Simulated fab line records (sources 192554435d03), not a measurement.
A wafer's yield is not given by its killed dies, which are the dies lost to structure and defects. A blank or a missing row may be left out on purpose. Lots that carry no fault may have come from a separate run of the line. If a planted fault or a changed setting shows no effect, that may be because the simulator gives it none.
Chamber matching + flow n5-finfet + N5_BEOL_M0_SAQP_DESCUM_45 on rie-diel-04: 4 sister chambers
The step chemistry O2, time 7 s. 22 wafers are shown with their chamber, then 11 later ones without.

## WAFERS PAIRED WITH THEIR CHAMBERS
| wafer  | chamber | drypump-motor-current-A (A) | showerhead-plenum-p-Torr (Torr) | throttle-valve-pct (%) |
|--------|---------|-----------------------------|---------------------------------|------------------------|
| L076.2 | 1       | 6.2                         | 2.15                            | 19.92                  |
| L076.3 | 3       | 5.9                         | 1.98                            | 20.42                  |
| L076.4 | 0       | 5.3                         | 2.17                            | 20.29                  |
| L077.3 | 2       | 4.9                         | 2.17                            | 20.37                  |
| L077.4 | 3       | 5.9                         | 1.98                            | 20.41                  |
| L077.5 | 2       | 4.9                         | 2.17                            | 20.38                  |
| L081.2 | 0       | 5.3                         | 2.16                            | 20.32                  |
| L081.3 | 1       | 6.3                         | 2.15                            | 19.93                  |
| L081.6 | 0       | 5.3                         | 2.16                            | 20.31                  |
| L082.1 | 0       | 5.3                         | 2.16                            | 20.33                  |
| L082.4 | 2       | 4.9                         | 2.17                            | 20.39                  |
| L082.5 | 2       | 4.9                         | 2.17                            | 20.40                  |
| L088.1 | 3       | 5.9                         | 1.98                            | 20.46                  |
| L088.2 | 1       | 6.3                         | 2.14                            | 19.96                  |
| L088.5 | 2       | 4.9                         | 2.17                            | 20.40                  |
| L089.3 | 2       | 4.9                         | 2.17                            | 20.39                  |
| L089.5 | 2       | 4.9                         | 2.17                            | 20.41                  |
| L089.6 | 3       | 5.9                         | 1.98                            | 20.44                  |
| L090.1 | 2       | 4.9                         | 2.17                            | 20.39                  |
| L090.4 | 3       | 5.9                         | 1.98                            | 20.46                  |
| L090.5 | 2       | 4.9                         | 2.17                            | 20.41                  |
| L091.2 | 2       | 4.9                         | 2.17                            | 20.39                  |

SIGNATURES (means of the wafers above)
| reading                  | chamber 0 | chamber 1 | chamber 2 | chamber 3 | scatter within a chamber |
|--------------------------|-----------|-----------|-----------|-----------|--------------------------|
| drypump-motor-current-A  | 5.300     | 6.267     | 4.900     | 5.900     | 0.0192                   |
| showerhead-plenum-p-Torr | 2.1625    | 2.1467    | 2.1700    | 1.9800    | 0.00281                  |
| throttle-valve-pct       | 20.3125   | 19.9367   | 20.3930   | 20.4380   | 0.017                    |
Rule: a wafer's distance from a chamber is the root of the sum, over the readings, of the square of ((its reading less the chamber's mean) divided by the reading's scatter). The wafer belongs to the nearest chamber; if the next one is less than 2 further off, it can't be placed. How the scatter is found: for the shown wafers, subtract from each reading the mean of its chamber, square and add these, divide the total by (wafers less chambers), then take the root.

## WAFERS WITHOUT THEIR CHAMBER
| wafer  | drypump-motor-current-A (A) | showerhead-plenum-p-Torr (Torr) | throttle-valve-pct (%) |
|--------|-----------------------------|---------------------------------|------------------------|
| L091.3 | 5.3                         | 2.16                            | 20.34                  |
| L091.5 | 6.3                         | 2.14                            | 19.98                  |
| L092.1 | 5.3                         | 2.16                            | 20.34                  |
| L092.4 | 4.9                         | 2.17                            | 20.43                  |
| L092.6 | 4.9                         | 2.17                            | 20.41                  |
| L094.3 | 6.3                         | 2.14                            | 20.00                  |
| L094.4 | 5.3                         | 2.16                            | 20.36                  |
| L094.6 | 5.3                         | 2.16                            | 20.35                  |
| L097.3 | 6.2                         | 2.14                            | 19.99                  |
| L097.4 | 5.3                         | 2.15                            | 20.35                  |
| L097.6 | 6.2                         | 2.14                            | 20.01                  |

## WHICH CHAMBER EACH ONE RAN IN
| wafer  | from the rows above | in truth |
|--------|---------------------|----------|
| L091.3 | 0                   | 0        |
| L091.5 | 1                   | 1        |
| L092.1 | 0                   | 0        |
| L092.4 | 2                   | 2        |
| L092.6 | 2                   | 2        |
| L094.3 | 1                   | 1        |
| L094.4 | 0                   | 0        |
| L094.6 | 0                   | 0        |
| L097.3 | 1                   | 1        |
| L097.4 | 0                   | 0        |
| L097.6 | 1                   | 1        |
11 of 11 placed correctly. Left unplaced by these rows: 0. Placed wrongly: 0.
